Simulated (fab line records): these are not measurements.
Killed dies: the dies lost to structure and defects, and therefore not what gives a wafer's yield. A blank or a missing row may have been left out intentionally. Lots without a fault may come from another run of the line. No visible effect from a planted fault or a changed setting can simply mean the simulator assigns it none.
Which tool did it? :: flow nandHarc :: Sampling: 15 lots, 42 wafers, 4 of 1159 route steps

== WHAT EACH GAUGE READ, for each wafer ==
NHARC_P_M0_INSPECT_11. Usual: rawDefectCount at 4.2, with a standard deviation of 2.8.
lot: L136
measured: day 5 19:08
on: defectInspect-01
rawDefectCount: 1 3 4
flag: 

lot: L137
measured: day 5 19:46
on: defectInspect-01
rawDefectCount: 6 3 1
flag: 

lot: L139
measured: day 6 14:07
on: defectInspect-01
rawDefectCount: 2 6 4
flag: 

lot: L138
measured: day 6 14:31
on: defectInspect-01
rawDefectCount: 3 0 3
flag: 

lot: L141
measured: day 7 04:04
on: defectInspect-01
rawDefectCount: 2 3 2
flag: 

lot: L144
measured: day 7 21:43
on: defectInspect-01
rawDefectCount: 2 1 5
flag: 

lot: L149
measured: day 9 02:05
on: defectInspect-01
rawDefectCount: 7 8
flag: 

lot: L147
measured: day 9 02:38
on: defectInspect-01
rawDefectCount: 0 4
flag: 

lot: L148
measured: day 9 03:46
on: defectInspect-02
rawDefectCount: 3 2
flag: 

lot: L151
measured: day 9 16:13
on: defectInspect-02
rawDefectCount: 8 14 14
flag: 

lot: L153
measured: day 10 05:31
on: defectInspect-01
rawDefectCount: 1 4 4
flag: 

lot: L155
measured: day 10 08:23
on: defectInspect-01
rawDefectCount: 6 5 6
flag: 

lot: L154
measured: day 10 09:55
on: defectInspect-01
rawDefectCount: 2 1 2
flag: 

lot: L157
measured: day 10 20:10
on: defectInspect-02
rawDefectCount: 2 7 3
flag: 

lot: L159
measured: day 11 11:10
on: defectInspect-02
rawDefectCount: 4 9 2
flag: 

NHARC_P_M1_CD_MEAS_16. Usual: cdNm at 130.1 nm, with a standard deviation of 0.58.
lot: L136
measured: day 5 23:27
on: cdSem-03
cdNm (nm): 130.3 130.9 130.5
flag: 

lot: L137
measured: day 6 00:11
on: cdSem-03
cdNm (nm): 131.3 130.7 130.8
flag: 

lot: L139
measured: day 6 18:35
on: cdSem-01
cdNm (nm): 130.4 129.5 129.9
flag: 

lot: L138
measured: day 6 19:36
on: cdSem-01
cdNm (nm): 129.5 130.7 130.1
flag: 

lot: L141
measured: day 7 08:29
on: cdSem-03
cdNm (nm): 129.8 129.8 130.3
flag: 

lot: L144
measured: day 8 02:14
on: cdSem-02
cdNm (nm): 130.1 130.5 130.4
flag: 

lot: L149
measured: day 9 06:40
on: cdSem-02
cdNm (nm): 130.5 129.6
flag: 

lot: L147
measured: day 9 07:01
on: cdSem-02
cdNm (nm): 130.5 130.1
flag: 

lot: L148
measured: day 9 08:33
on: cdSem-03
cdNm (nm): 128.7 129.2
flag: 

lot: L151
measured: day 9 21:20
on: cdSem-03
cdNm (nm): 129.9 130.2 129.7
flag: 

lot: L153
measured: day 10 10:34
on: cdSem-02
cdNm (nm): 130.4 130.5 130.3
flag: 

lot: L155
measured: day 10 13:02
on: cdSem-03
cdNm (nm): 130.4 130.3 130.0
flag: 

lot: L154
measured: day 10 14:36
on: cdSem-03
cdNm (nm): 130.6 130.1 130.6
flag: 

lot: L157
measured: day 11 00:40
on: cdSem-03
cdNm (nm): 130.7 130.4 130.0
flag: 

lot: L159
measured: day 11 16:00
on: cdSem-02
cdNm (nm): 130.0 129.9 128.9
flag: 

== TOOL THAT RAN EACH LOT (tool first, then ch and the chambers of the sampled wafers, then the start) ==
lot: L136
NHARC_P_GATE_RTA_82: rtpAnneal-02 ch 0, day 5 09:20
NHARC_P_CONTACT_ETCH_31: rieDiel-11 ch 0,3, day 5 12:10

lot: L137
NHARC_P_GATE_RTA_82: rtpAnneal-02 ch 0, day 5 10:01
NHARC_P_CONTACT_ETCH_31: rieDiel-08 ch 0,1,3, day 5 12:49

lot: L139
NHARC_P_GATE_RTA_82: rtpAnneal-02 ch 0, day 5 22:54
NHARC_P_CONTACT_ETCH_31: rieDiel-08 ch 1,2,3, day 6 01:40

lot: L138
NHARC_P_GATE_RTA_82: rtpAnneal-01 ch 0, day 5 23:20
NHARC_P_CONTACT_ETCH_31: rieDiel-11 ch 0,1,3, day 6 02:10

lot: L141
NHARC_P_GATE_RTA_82: rtpAnneal-02 ch 0, day 6 13:33
NHARC_P_CONTACT_ETCH_31: rieDiel-11 ch 0,3, day 6 16:11

lot: L144
NHARC_P_GATE_RTA_82: rtpAnneal-02 ch 0, day 7 15:37
NHARC_P_CONTACT_ETCH_31: rieDiel-08 ch 0,1,3, day 7 18:22

lot: L149
NHARC_P_GATE_RTA_82: rtpAnneal-02 ch 0, day 8 19:10
NHARC_P_CONTACT_ETCH_31: rieDiel-08 ch 0,1, day 8 21:59

lot: L147
NHARC_P_GATE_RTA_82: rtpAnneal-01 ch 0, day 8 20:21
NHARC_P_CONTACT_ETCH_31: rieDiel-08 ch 2,3, day 8 23:07

lot: L148
NHARC_P_GATE_RTA_82: rtpAnneal-02 ch 0, day 8 21:44
NHARC_P_CONTACT_ETCH_31: rieDiel-08 ch 0,3, day 9 00:24

lot: L151
NHARC_P_GATE_RTA_82: rtpAnneal-02 ch 0, day 9 05:10
NHARC_P_CONTACT_ETCH_31: rieDiel-11 ch 0,3, day 9 08:02

lot: L153
NHARC_P_GATE_RTA_82: rtpAnneal-01 ch 0, day 9 16:55
NHARC_P_CONTACT_ETCH_31: rieDiel-11 ch 0,1, day 9 20:01

lot: L155
NHARC_P_GATE_RTA_82: rtpAnneal-01 ch 0, day 10 01:42
NHARC_P_CONTACT_ETCH_31: rieDiel-11 ch 1,3, day 10 05:01

lot: L154
NHARC_P_GATE_RTA_82: rtpAnneal-02 ch 0, day 10 02:08
NHARC_P_CONTACT_ETCH_31: rieDiel-05 ch 0,1,2, day 10 06:08

lot: L157
NHARC_P_GATE_RTA_82: rtpAnneal-01 ch 0, day 10 12:01
NHARC_P_CONTACT_ETCH_31: rieDiel-11 ch 0,2, day 10 14:43

lot: L159
NHARC_P_GATE_RTA_82: rtpAnneal-02 ch 0, day 11 04:35
NHARC_P_CONTACT_ETCH_31: rieDiel-11 ch 0,2,3, day 11 07:47
- NHARC_P_GATE_RTA_82: time 30 s.
- NHARC_P_CONTACT_ETCH_31: etches the open film in CH3F/O2, target depth 30 nm, time 85.7 s.

== WHAT THE TOOLS THEMSELVES READ (means of the sampled wafers that have a number; where no wafer has one, the mark that the record gives instead) ==
NHARC_P_GATE_RTA_82. Usual: lampPowerPct 4.5 %, standard deviation 0.47; wafer_temp_C_max 451.7, standard deviation 0.48.
lot: L136
tool: rtpAnneal-02
lampPowerPct (%): 4.9
wafer_temp_C_max: 452.3
flag: 

lot: L137
tool: rtpAnneal-02
lampPowerPct (%): 4.9
wafer_temp_C_max: 451.5
flag: 

lot: L139
tool: rtpAnneal-02
lampPowerPct (%): 4.9
wafer_temp_C_max: 451.4
flag: 

lot: L138
tool: rtpAnneal-01
lampPowerPct (%): 3.9
wafer_temp_C_max: 452.4
flag: 

lot: L141
tool: rtpAnneal-02
lampPowerPct (%): 4.9
wafer_temp_C_max: 451.8
flag: 

lot: L144
tool: rtpAnneal-02
lampPowerPct (%): 4.9
wafer_temp_C_max: 451.3
flag: 

lot: L149
tool: rtpAnneal-02
lampPowerPct (%): 4.9
wafer_temp_C_max: 451.5
flag: 

lot: L147
tool: rtpAnneal-01
lampPowerPct (%): 3.9
wafer_temp_C_max: 451.9
flag: 

lot: L148
tool: rtpAnneal-02
lampPowerPct (%): 4.9
wafer_temp_C_max: 451.5
flag: 

lot: L151
tool: rtpAnneal-02
lampPowerPct (%): 4.9
wafer_temp_C_max: 451.6
flag: 

lot: L153
tool: rtpAnneal-01
lampPowerPct (%): 3.9
wafer_temp_C_max: 451.9
flag: 

lot: L155
tool: rtpAnneal-01
lampPowerPct (%): 3.9
wafer_temp_C_max: 451.7
flag: 

lot: L154
tool: rtpAnneal-02
lampPowerPct (%): 4.9
wafer_temp_C_max: 451.9
flag: 

lot: L157
tool: rtpAnneal-01
lampPowerPct (%): 3.9
wafer_temp_C_max: 451.6
flag: 

lot: L159
tool: rtpAnneal-02
lampPowerPct (%): 4.9
wafer_temp_C_max: 451.3
flag: 

NHARC_P_CONTACT_ETCH_31. Usual: chamberPressureMTorr 25.001 mTorr, standard deviation 0.022; drypumpMotorCurrentA 5.5 A, standard deviation 0.43; oesProductAu 0.981 a.u., standard deviation 0.012; rfVppV 244.1 V, standard deviation 2; showerheadPlenumPTorr 2.45 Torr, standard deviation 0.12; throttleValvePct 20.664 %, standard deviation 0.0087.
lot: L136
tool: rieDiel-11
chamberPressureMTorr (mTorr): 25.015
drypumpMotorCurrentA (A): 5.5
oesProductAu (a.u.): 0.979
rfVppV (V): 246.4
showerheadPlenumPTorr (Torr): 2.58
throttleValvePct (%): 20.672
flag: 

lot: L137
tool: rieDiel-08
chamberPressureMTorr (mTorr): 25.000
drypumpMotorCurrentA (A): 5.2
oesProductAu (a.u.): 0.967
rfVppV (V): 241.8
showerheadPlenumPTorr (Torr): 2.32
throttleValvePct (%): 20.660
flag: 

lot: L139
tool: rieDiel-08
chamberPressureMTorr (mTorr): 25.009
drypumpMotorCurrentA (A): 5.5
oesProductAu (a.u.): 0.976
rfVppV (V): 244.2
showerheadPlenumPTorr (Torr): 2.40
throttleValvePct (%): 20.671
flag: 

lot: L138
tool: rieDiel-11
chamberPressureMTorr (mTorr): 25.023
drypumpMotorCurrentA (A): 5.5
oesProductAu (a.u.): 0.963
rfVppV (V): 246.1
showerheadPlenumPTorr (Torr): 2.58
throttleValvePct (%): 20.661
flag: 

lot: L141
tool: rieDiel-11
chamberPressureMTorr (mTorr): 24.997
drypumpMotorCurrentA (A): 5.7
oesProductAu (a.u.): 0.987
rfVppV (V): 244.9
showerheadPlenumPTorr (Torr): 2.58
throttleValvePct (%): 20.665
flag: 

lot: L144
tool: rieDiel-08
chamberPressureMTorr (mTorr): 25.022
drypumpMotorCurrentA (A): 5.3
oesProductAu (a.u.): 0.977
rfVppV (V): 241.5
showerheadPlenumPTorr (Torr): 2.31
throttleValvePct (%): 20.664
flag: 

lot: L149
tool: rieDiel-08
chamberPressureMTorr (mTorr): 24.999
drypumpMotorCurrentA (A): 5.3
oesProductAu (a.u.): 0.839
rfVppV (V): 242.7
showerheadPlenumPTorr (Torr): 2.30
throttleValvePct (%): 20.681
flag: OFF

lot: L147
tool: rieDiel-08
chamberPressureMTorr (mTorr): 24.984
drypumpMotorCurrentA (A): 5.3
oesProductAu (a.u.): 0.826
rfVppV (V): 244.3
showerheadPlenumPTorr (Torr): 2.44
throttleValvePct (%): 20.662
flag: OFF

lot: L148
tool: rieDiel-08
chamberPressureMTorr (mTorr): 25.020
drypumpMotorCurrentA (A): 5.0
oesProductAu (a.u.): 0.669
rfVppV (V): 240.8
showerheadPlenumPTorr (Torr): 2.30
throttleValvePct (%): 20.674
flag: OFF

lot: L151
tool: rieDiel-11
chamberPressureMTorr (mTorr): 25.002
drypumpMotorCurrentA (A): 5.7
oesProductAu (a.u.): 0.988
rfVppV (V): 246.4
showerheadPlenumPTorr (Torr): 2.58
throttleValvePct (%): 20.651
flag: 

lot: L153
tool: rieDiel-11
chamberPressureMTorr (mTorr): 25.001
drypumpMotorCurrentA (A): 5.7
oesProductAu (a.u.): 0.976
rfVppV (V): 245.8
showerheadPlenumPTorr (Torr): 2.57
throttleValvePct (%): 20.657
flag: 

lot: L155
tool: rieDiel-11
chamberPressureMTorr (mTorr): 24.996
drypumpMotorCurrentA (A): 5.3
oesProductAu (a.u.): 0.985
rfVppV (V): 246.4
showerheadPlenumPTorr (Torr): 2.58
throttleValvePct (%): 20.651
flag: 

lot: L154
tool: rieDiel-05
chamberPressureMTorr (mTorr): 24.999
drypumpMotorCurrentA (A): 5.8
oesProductAu (a.u.): 0.964
rfVppV (V): 243.4
showerheadPlenumPTorr (Torr): 2.40
throttleValvePct (%): 20.667
flag: 

lot: L157
tool: rieDiel-11
chamberPressureMTorr (mTorr): 24.974
drypumpMotorCurrentA (A): 6.1
oesProductAu (a.u.): 0.985
rfVppV (V): 245.2
showerheadPlenumPTorr (Torr): 2.51
throttleValvePct (%): 20.655
flag: 

lot: L159
tool: rieDiel-11
chamberPressureMTorr (mTorr): 25.007
drypumpMotorCurrentA (A): 5.8
oesProductAu (a.u.): 0.959
rfVppV (V): 245.5
showerheadPlenumPTorr (Torr): 2.55
throttleValvePct (%): 20.671
flag: 

== THE ANSWER, worked out from the rows above alone ==
Rule: lot off if the mean of its wafers having a number is beyond 3 standard deviations from the usual mean. A lot without any number at a reading at which 4 lots or more have one is off too. All remaining lots with rows at the step are treated as sound. The gauges are gone through in route order, then the tools' own readings, and for those a lot's mean is taken as printed above. At the first step where some lot is off, the reading lying furthest off is the one used; lots without a number count as furthest.
Off: L149, L147, L148 (NHARC_P_CONTACT_ETCH_31, oesProductAu).
A tool fits if, at that step or a process step before it, it ran every lot that is off, and no sound lot after the first of them. One candidate fits, namely rieDiel-08 at NHARC_P_CONTACT_ETCH_31. A fault onset in the window from L144 (day 7 18:22, its last sound lot) to L149 (day 8 21:59, its first lot off) fits.
The tool's own readings at NHARC_P_CONTACT_ETCH_31 bear it out: on the lots that are off they differ by more than 5 times the standard deviation of the sound lots' means. oesProductAu reads 0.778 a.u. there against 0.976 a.u. on the sound lots.

== WHAT THE SIMULATOR PUT IN ==
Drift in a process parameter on rieDiel-08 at NHARC_P_CONTACT_ETCH_31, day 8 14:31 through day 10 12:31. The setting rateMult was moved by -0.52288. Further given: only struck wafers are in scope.
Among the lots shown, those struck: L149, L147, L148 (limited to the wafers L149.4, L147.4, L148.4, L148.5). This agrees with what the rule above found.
